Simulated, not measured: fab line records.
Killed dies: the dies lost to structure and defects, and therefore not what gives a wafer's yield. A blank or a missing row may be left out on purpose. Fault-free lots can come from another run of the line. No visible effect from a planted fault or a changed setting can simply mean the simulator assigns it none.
Struck lot and sound lot, side by side ; flow nandHarc ; 15 out of 1302 route steps
Sound: the wafers L216.4, L216.5, L216.6. Struck: wafer L223.5. (L223.6 of the same lot was not struck and is left out.) The cause comes at the end.
Each step with rows lists, per side, the tool, then ch with its chambers, then its first start. Under that, the readings that differ: sound wafers ; struck wafers ; difference of the means ; sigmas: that difference in standard deviations of wafers without a fault.
alike: same words and numbers on both sides, and readings whose means sit less than 2 such deviations apart. not compared: any withheld reading, any reading some wafer has no value for, any bound like >300 that may hide the same value, and any number with overlapping values for which the record gives no deviation.
Wherever a step has rows on one side only, a row that says differs or no value, or a row with sigmas, the two part there. When numbers do not overlap yet have no deviation, they are printed without sigmas and do not part them. A reading that every wafer of one side lacks parts them only if that side has two wafers or more.

first, 3 steps without rows for these wafers: NHARC_A_CHANNEL_HOLE_D1_STRIP_41 (strips in N2/H2); NHARC_A_CHANNEL_HOLE_D1_STRIP_42 (strips in CF4/CHF3); NHARC_A_CHANNEL_HOLE_D1_STRIP_43 (strips in O2/COS).
NHARC_A_CHANNEL_HOLE_D1_ETCH_44: etches the open film in CF4/O2, target depth 140 nm, overetch 14 nm, time 77 s.
  sound on rieDiel-13 ch 0,1,3, day 9 06:26; struck on rieDiel-11 ch 1, day 12 19:40
  alike: drypumpMotorCurrentA, oesProductAu, rfVppV, showerheadPlenumPTorr, throttleValvePct
  not compared: rfHoursCounterH
NHARC_A_CHANNEL_HOLE_D1_STRIP_27: strips in O2.
  sound: rieDiel-13 ch 0,1,3; struck: rieDiel-11 ch 0
reading;sound;struck;difference;sigmas
throttleValvePct (%);17.036 17.015 17.028;17.053;+0.027;+3
  alike: drypumpMotorCurrentA, oesProductAu, rfVppV, showerheadPlenumPTorr
  not compared: rfHoursCounterH
then, 2 steps without rows for these wafers: NHARC_A_CHANNEL_HOLE_D1_PRECLEAN_28 (cleans in SC1); NHARC_A_CHANNEL_HOLE_D1_SRD_29.
NHARC_A_CHANNEL_HOLE_D1_CD_MEAS_30:
  sound on cdSem-03 at day 9 07:20; struck on cdSem-01 at day 12 20:30
reading;sound;struck;difference;sigmas
cdNm (nm);91.9 92.3 90.9;89.1;-2.6;-3
NHARC_A_CHANNEL_HOLE_D1_XSEM_31:
  sound on xsem-02 ch 0, day 9 07:26; struck on xsem-02 ch 0, day 12 20:36
  alike: botCdNm, bowNm, tiltDeg
NHARC_A_CHANNEL_HOLE_D1_INSPECT_40:
  sound on defectInspect-01 at day 9 07:31; struck on defectInspect-01 at day 12 20:41
  alike: rawDefectCount
then, 2 steps without rows for these wafers: NHARC_A_CHANNEL_FILL_D1_PRECLEAN_00 (cleans in SC1); NHARC_A_CHANNEL_FILL_D1_SRD_01.
NHARC_A_CHANNEL_FILL_D1_ALD_02: deposits SiO2, target thk 6 nm, pulse time 10 s, ald cycles 60.
  sound on aldHk-02 ch 0,1,3, day 9 07:55; struck on aldHk-02 ch 0, day 12 21:10
reading;sound;struck;difference;sigmas
aldCycles;60 60 60;72;+12;
heaterPowerW (W);439 543 430;549;+78;+2
  alike: precursorPulseHeightRel
NHARC_A_CHANNEL_FILL_D1_ALD_03: deposits SiNx, target thk 6 nm, pulse time 60 s, ald cycles 58.
  sound: aldSinBatch-03 ch 0; struck: aldSinBatch-03 ch 0
  alike: precursorPulseHeightRel
  not compared: aldCycles
NHARC_END_SORT_01:
  the record has rows for the sound wafers here (prober-02 ch 0, day 25 01:49) and none for the struck ones

WHERE THEY PART
First at NHARC_A_CHANNEL_HOLE_D1_STRIP_27; last, within this record, at NHARC_END_SORT_01.

WHY: the cause the simulator had injected
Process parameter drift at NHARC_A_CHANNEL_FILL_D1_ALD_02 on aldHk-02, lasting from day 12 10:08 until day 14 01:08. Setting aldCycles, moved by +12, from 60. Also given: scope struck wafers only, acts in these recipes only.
